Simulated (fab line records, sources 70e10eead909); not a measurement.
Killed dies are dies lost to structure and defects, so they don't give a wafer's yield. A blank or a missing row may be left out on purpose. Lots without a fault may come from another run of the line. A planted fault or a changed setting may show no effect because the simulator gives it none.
Chamber matching | flow nand_harc | NHARC_A_M1_CMP_23 on cmp-01: 4 sister chambers
The step polishes, t overpolish 20 s, target thk 154.34 nm. 14 wafers are shown with their chamber, then 7 later ones without.

WAFERS WITH THEIR CHAMBER
wafer  | chamber | motor_current_A (A) | time_to_endpoint_s (s)
L951.1 | 2       | 12.5                | 30
L951.3 | 3       | 10.4                | 33
L951.5 | 3       | 10.2                | 35
L956.3 | 0       | 9.9                 | 27
L956.5 | 2       | 12.6                | 27
L956.6 | 1       | 13.6                | 32
L958.2 | 3       | 10.3                | 29
L958.3 | 1       | 12.8                | 34
L958.6 | 1       | 13.2                | 32
L962.2 | 0       | 11.0                | 25
L962.3 | 2       | 13.5                | 23
L962.6 | 0       | 10.6                | 24
L967.1 | 1       | 12.6                | 38
L967.2 | 0       | 10.0                | 29

SIGNATURES (means of the wafers above)
reading            | chamber 0 | chamber 1 | chamber 2 | chamber 3 | scatter within a chamber
motor_current_A    | 10.375    | 13.050    | 12.867    | 10.300    | 0.45
time_to_endpoint_s | 26.25     | 34.00     | 26.67     | 32.33     | 2.87
Rule: a wafer's distance from a chamber is the root of the sum, over the readings, of the square of ((its reading less the chamber's mean) divided by the reading's scatter). The wafer belongs to the nearest chamber; if the next one is less than 2 further off, it can't be placed. The scatter: the root of (the sum of the squares of (reading less its chamber's mean) over the shown wafers, divided by (wafers less chambers)).

WAFERS WITHOUT THEIR CHAMBER
wafer  | motor_current_A (A) | time_to_endpoint_s (s)
L967.4 | 13.0                | 28
L971.1 | 13.5                | 31
L971.4 | 13.6                | 39
L971.5 | 13.1                | 28
L974.1 | 13.5                | 30
L974.3 | 10.5                | 35
L974.4 | 10.8                | 30

WHICH CHAMBER EACH WENT THROUGH
wafer  | from the rows above     | in truth
L967.4 | can't be placed: 2 or 1 | 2
L971.1 | can't be placed: 1 or 2 | 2
L971.4 | 1                       | 1
L971.5 | can't be placed: 2 or 1 | 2
L974.1 | can't be placed: 1 or 2 | 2
L974.3 | 3                       | 3
L974.4 | can't be placed: 3 or 0 | 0
Placed correctly: 2 of 7. Can't be placed from these rows: 5 (the true chamber is among the candidates in 5). Placed wrongly: 0.
